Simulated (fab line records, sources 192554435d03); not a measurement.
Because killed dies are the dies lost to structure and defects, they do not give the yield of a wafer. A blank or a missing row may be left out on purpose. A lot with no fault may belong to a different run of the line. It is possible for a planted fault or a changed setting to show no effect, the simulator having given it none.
Matching of chambers | flow n5 finfet | N5_BEOL_M10_ETCH_62 on rie diel-04 has 4 sister chambers
The step etches SOC in N2/H2, target depth 110 nm, overetch 22 nm, time 165 s. 4 wafers are shown with their chamber, then 12 later ones without.

## EACH WAFER AND ITS CHAMBER
wafer  | chamber | drypump motor current A (A)
L093.1 | 2       | 6.8
L093.4 | 3       | 5.8
L093.5 | 0       | 5.0
L093.6 | 1       | 5.7

## WAFERS WITH NO CHAMBER GIVEN
wafer  | drypump motor current A (A)
L095.2 | 6.8
L095.4 | 4.9
L095.5 | 6.8
L097.1 | 6.8
L097.3 | 5.8
L097.4 | 5.8
L096.1 | 5.0
L096.2 | 6.8
L096.3 | 5.8
L096.4 | 4.9
L096.5 | 5.8
L096.6 | 6.8

## EACH ONE'S CHAMBER
wafer  | from the rows above | in truth
L095.2 | 2                   | 2
L095.4 | 0                   | 0
L095.5 | 2                   | 2
L097.1 | 2                   | 2
L097.3 | 3                   | 3
L097.4 | 3                   | 3
L096.1 | 0                   | 0
L096.2 | 2                   | 2
L096.3 | 3                   | 3
L096.4 | 0                   | 0
L096.5 | 3                   | 3
L096.6 | 2                   | 2
Placed correctly: 12 of 12. Can't be placed from these rows: 0. Number placed wrongly: 0.
How it was worked out, from the rows above alone: a wafer's distance from a chamber is the root of the sum, over the readings, of the square of ((its reading less the chamber's mean) divided by the reading's scatter). If the next closest chamber is less than 2 further off than the closest, the wafer can't be placed; otherwise it belongs to the closest. For every chamber, the mean is computed from those of its wafers that are shown. The scatter: root of mean squared gap, hidden wafer to nearest shown wafer, with one shown wafer a chamber.
